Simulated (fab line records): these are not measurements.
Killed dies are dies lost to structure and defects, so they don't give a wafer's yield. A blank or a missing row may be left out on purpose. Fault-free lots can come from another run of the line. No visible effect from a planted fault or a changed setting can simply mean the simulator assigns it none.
Split-lot trial :: flow n5_finfet :: on a route of 1938 steps: 7 lots, 21 wafers read

ON THE SPLIT
At N5_BEOL_M11_COAT_05 (resist thk 90 nm), the setting spin_rpm was moved away from the recipe's 1500 rpm on 6 of the 21 wafers read, by -10.6% to +10.9%. All remaining wafers had this setting at the recipe value.

FROM THE SPLIT TO THE READING: what the file shows between them, 5 steps
- N5_BEOL_M11_EBR_07
- N5_BEOL_M11_SOFTBAKE_06: time 60 s
- N5_BEOL_M11_EXPOSE_08: exposes mask M11
- N5_BEOL_M11_PEB_09: peb time 60 s
- N5_BEOL_M11_DEVELOP_10: develop time 30 s

THE READING
CAR-ArF_of_BEOL_M11_COAT_05.thk_nm (the simulator's own value, which no gauge read), in nm, at N5_BEOL_M11_DESCUM_16 (chemistry O2, time 7.9 s). The file does not state a usual value for it. The 15 wafers here that ran the recipe average 83.8 nm, standard deviation 0.24 nm.

wafer: L074.3
tool, chamber at the split: litho_track-04, 0
spin_rpm as run, rpm: 1663
against the recipe: +10.9%
CAR-ArF_of_BEOL_M11_COAT_05.thk_nm, nm: 79.2
against lot-mates on the recipe: -4.2

wafer: L074.4
tool, chamber at the split: litho_track-04, 0
spin_rpm as run, rpm: 1663
against the recipe: +10.9%
CAR-ArF_of_BEOL_M11_COAT_05.thk_nm, nm: 79.4
against lot-mates on the recipe: -4.0

wafer: L074.6
tool, chamber at the split: litho_track-04, 0
spin_rpm as run, rpm: 1500
against the recipe: recipe
CAR-ArF_of_BEOL_M11_COAT_05.thk_nm, nm: 83.4
against lot-mates on the recipe: -

wafer: L075.1
tool, chamber at the split: litho_track-03, 0
spin_rpm as run, rpm: 1500
against the recipe: recipe
CAR-ArF_of_BEOL_M11_COAT_05.thk_nm, nm: 83.8
against lot-mates on the recipe: -

wafer: L075.3
tool, chamber at the split: litho_track-03, 0
spin_rpm as run, rpm: 1500
against the recipe: recipe
CAR-ArF_of_BEOL_M11_COAT_05.thk_nm, nm: 83.8
against lot-mates on the recipe: -

wafer: L075.4
tool, chamber at the split: litho_track-03, 0
spin_rpm as run, rpm: 1500
against the recipe: recipe
CAR-ArF_of_BEOL_M11_COAT_05.thk_nm, nm: 83.6
against lot-mates on the recipe: -

wafer: L077.1
tool, chamber at the split: litho_track-05, 0
spin_rpm as run, rpm: 1500
against the recipe: recipe
CAR-ArF_of_BEOL_M11_COAT_05.thk_nm, nm: 84
against lot-mates on the recipe: -

wafer: L077.3
tool, chamber at the split: litho_track-05, 0
spin_rpm as run, rpm: 1500
against the recipe: recipe
CAR-ArF_of_BEOL_M11_COAT_05.thk_nm, nm: 84
against lot-mates on the recipe: -

wafer: L077.6
tool, chamber at the split: litho_track-05, 0
spin_rpm as run, rpm: 1500
against the recipe: recipe
CAR-ArF_of_BEOL_M11_COAT_05.thk_nm, nm: 83.8
against lot-mates on the recipe: -

wafer: L085.2
tool, chamber at the split: litho_track-05, 0
spin_rpm as run, rpm: 1500
against the recipe: recipe
CAR-ArF_of_BEOL_M11_COAT_05.thk_nm, nm: 84.2
against lot-mates on the recipe: -

wafer: L085.3
tool, chamber at the split: litho_track-05, 0
spin_rpm as run, rpm: 1500
against the recipe: recipe
CAR-ArF_of_BEOL_M11_COAT_05.thk_nm, nm: 84.2
against lot-mates on the recipe: -

wafer: L085.4
tool, chamber at the split: litho_track-05, 0
spin_rpm as run, rpm: 1500
against the recipe: recipe
CAR-ArF_of_BEOL_M11_COAT_05.thk_nm, nm: 84.2
against lot-mates on the recipe: -

wafer: L086.2
tool, chamber at the split: litho_track-04, 0
spin_rpm as run, rpm: 1341
against the recipe: -10.6%
CAR-ArF_of_BEOL_M11_COAT_05.thk_nm, nm: 88.6
against lot-mates on the recipe: no lot-mate on the recipe

wafer: L086.3
tool, chamber at the split: litho_track-04, 0
spin_rpm as run, rpm: 1341
against the recipe: -10.6%
CAR-ArF_of_BEOL_M11_COAT_05.thk_nm, nm: 88.8
against lot-mates on the recipe: no lot-mate on the recipe

wafer: L086.5
tool, chamber at the split: litho_track-04, 0
spin_rpm as run, rpm: 1341
against the recipe: -10.6%
CAR-ArF_of_BEOL_M11_COAT_05.thk_nm, nm: 89
against lot-mates on the recipe: no lot-mate on the recipe

wafer: L089.1
tool, chamber at the split: litho_track-03, 0
spin_rpm as run, rpm: 1500
against the recipe: recipe
CAR-ArF_of_BEOL_M11_COAT_05.thk_nm, nm: 83.6
against lot-mates on the recipe: -

wafer: L089.4
tool, chamber at the split: litho_track-03, 0
spin_rpm as run, rpm: 1500
against the recipe: recipe
CAR-ArF_of_BEOL_M11_COAT_05.thk_nm, nm: 83.6
against lot-mates on the recipe: -

wafer: L089.6
tool, chamber at the split: litho_track-03, 0
spin_rpm as run, rpm: 1500
against the recipe: recipe
CAR-ArF_of_BEOL_M11_COAT_05.thk_nm, nm: 83.6
against lot-mates on the recipe: -

wafer: L093.1
tool, chamber at the split: litho_track-04, 0
spin_rpm as run, rpm: 1500
against the recipe: recipe
CAR-ArF_of_BEOL_M11_COAT_05.thk_nm, nm: 83.8
against lot-mates on the recipe: -

wafer: L093.5
tool, chamber at the split: litho_track-04, 0
spin_rpm as run, rpm: 1562
against the recipe: +4.1%
CAR-ArF_of_BEOL_M11_COAT_05.thk_nm, nm: 82.2
against lot-mates on the recipe: -1.7

wafer: L093.6
tool, chamber at the split: litho_track-04, 0
spin_rpm as run, rpm: 1500
against the recipe: recipe
CAR-ArF_of_BEOL_M11_COAT_05.thk_nm, nm: 84
against lot-mates on the recipe: -

FIT RESULTS
A straight line over all 21 wafers: CAR-ArF_of_BEOL_M11_COAT_05.thk_nm changes by -0.445 nm for each +1% of spin_rpm; r = -0.99; the points scatter about the line by 0.26 nm.
The same after taking each lot's own level away (the mean of its wafers on the recipe; 18 wafers): -0.379 nm for each +1%; r = -1.00; scatter 0.083 nm.
According to that fit, moving spin_rpm by its largest amount changes the reading by 4.1 nm.
Across the lots, their own levels run from 83.40 to 84.20 nm, a range of 3.3 times the standard deviation given above.
Hence the slope depends on the lot-to-lot level, as the two fits are not the same.
Check: with one of the wafers moved furthest among these (+10.9%) left out of the fit, the line predicts -4.06 nm for it against its lot-mates. Against them it came out at -4.2 nm.

THE WHOLE CHAIN: every reading that the file lists as answering this split, in the file's order
step: N5_BEOL_M11_COAT_05
what it does: resist thk 90 nm
reading: CAR-ArF_of_BEOL_M11_COAT_05.thk_nm (the simulator's own value, which no gauge read)
change (the file's fit): -0.395 nm for each +1% of the setting
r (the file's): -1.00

step: N5_BEOL_M11_DEVELOP_10
what it does: develop time 30 s
reading: CAR-ArF_of_BEOL_M11_COAT_05.thk_nm (the simulator's own value, which no gauge read)
change (the file's fit): -0.409 nm for each +1% of the setting
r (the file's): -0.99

step: N5_BEOL_M11_DESCUM_16
what it does: chemistry O2, time 7.9 s
reading: CAR-ArF_of_BEOL_M11_COAT_05.thk_nm (the simulator's own value, which no gauge read)
change (the file's fit): -0.382 nm for each +1% of the setting
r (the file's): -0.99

THE FILE'S OWN FIT
CAR-ArF_of_BEOL_M11_COAT_05.thk_nm changes by -0.382 nm for each +1% of spin_rpm, r = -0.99.
